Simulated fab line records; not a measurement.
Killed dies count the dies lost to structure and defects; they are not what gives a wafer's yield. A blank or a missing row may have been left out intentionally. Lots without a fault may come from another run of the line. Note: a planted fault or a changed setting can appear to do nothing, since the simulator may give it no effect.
Comparing a struck lot with a sound one    flow n5-finfet    20 out of 1938 route steps
Sound: the wafers L325.2, L325.3, L325.6. Wafers L319.1, L319.2, L319.3 were the ones struck. The cause comes at the end.
At each step with rows: each side's tool, then ch and its chambers, then its first start. Under that, the readings that differ: sound wafers    struck wafers    difference of the means    sigmas: that difference in standard deviations of wafers without a fault.
alike: same words and numbers on both sides, and readings whose means sit less than 2 such deviations apart. not compared: any withheld reading, any reading some wafer has no value for, any bound like >300 that may hide the same value, and any number with overlapping values for which the record gives no deviation.
A row with sigmas, a row that says differs or no value, or rows on one side alone: a step with any of these is where the two part. When numbers do not overlap yet have no deviation, they are printed without sigmas and do not part them. A reading missing from all wafers of one side parts the sides only when that side holds two or more wafers.

first, 8 steps without rows for these wafers: N5_BEOL_M6_CMP_52 (polishes, stops on SiCOH lowk, t overpolish 6.9 s, target thk 80 nm); N5_BEOL_M6_PRE_CLEAN_55 (time 15 s); N5_BEOL_M6_DEP_56 (deposits SiCN from 3MS/NH3, target thk 10 nm, time 17.5 s); N5_BEOL_M7_ILD_DEP_00 (deposits SiCOH lowk from DEMS/porogen, target thk 179.75 nm, time 33.4 s); N5_BEOL_M7_CURE_74 (cures SiCOH lowk, time 240 s); N5_BEOL_M7_PECVD_70 (deposits SiO2 from TEOS/O2, target thk 20 nm, time 22.7 s); N5_BEOL_M7_HM_DEP_02 (deposits TiN, target thk 20 nm); N5_BEOL_M7_COAT_59 (time 60 s, resist thk 100 nm).
N5_BEOL_M7_COAT_60: time 60 s, resist thk 35 nm.
  sound on litho-track-01 ch 0, day 14 16:34; struck on litho-track-04 ch 0, day 13 00:16
reading                                     sound                 struck                difference  sigmas
spin-speed-rpm (rpm)                        1500.8 1501.7 1499.8  1442.7 1442.9 1442.2  -58.2       -72
model.SiARC_of_BEOL_M7_COAT_60.thk-nm (nm)  35 35 35              35.6 35.6 35.8        +0.7        
  alike: chill-plate-temp-C
then, 7 steps without rows for these wafers: N5_BEOL_M7_COAT_05 (resist thk 90 nm); N5_BEOL_M7_EBR_07; N5_BEOL_M7_SOFTBAKE_06 (time 60 s); N5_BEOL_M7_EXPOSE_08 (exposes mask M7); N5_BEOL_M7_PEB_09 (peb time 60 s); N5_BEOL_M7_DEVELOP_10 (develop time 30 s); N5_BEOL_M7_DESCUM_16 (chemistry O2, time 7.9 s).
N5_BEOL_M7_ETCH_61: etches SiARC in CF4, target depth 45.5 nm, time 75.8 s.
  sound on rie-diel-03 ch 1,2,3, day 14 17:10; struck on rie-diel-05 ch 0,2,3, day 13 00:40
reading                   sound              struck             difference  sigmas
model.etch.depth-nm (nm)  34.99 34.93 35.02  35.66 35.66 35.73  +0.70       
  alike: drypump-motor-current-A, etch-rf-on-time-s, oes-product-au, rf-vpp-V, showerhead-plenum-p-Torr, throttle-valve-pct, model.CAR-ArF_of_BEOL_M7_COAT_05.thk-nm
  not compared: rf-hours-counter-h
N5_BEOL_M7_ETCH_62: etches SOC in N2/H2, target depth 110 nm, overetch 22 nm, time 165 s.
  sound on rie-diel-03 ch 1,2,3, day 14 17:13; struck on rie-diel-05 ch 0,2,3, day 13 00:43
reading                                     sound           struck      difference  sigmas
model.SiARC_of_BEOL_M7_COAT_60.thk-nm (nm)  28.4 28.2 28.4  29.2 29 29  +0.7        
  alike: drypump-motor-current-A, oes-product-au, rf-vpp-V, showerhead-plenum-p-Torr, throttle-valve-pct
  not compared: rf-hours-counter-h
then, 2 steps without rows for these wafers: N5_BEOL_M7_STRIP_68 (strips in N2/H2); N5_PASSIVATION_PROBE_49.

== WHERE THEY PART ==
Within this record, at N5_BEOL_M7_COAT_60 only. Later steps at which nothing parts them and some readings are alike: N5_BEOL_M7_ETCH_61, N5_BEOL_M7_ETCH_62.

WHY: whatever the simulator had introduced
Drift in process parameters on litho-track-04 at N5_BEOL_M7_COAT_60, starting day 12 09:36. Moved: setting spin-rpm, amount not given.
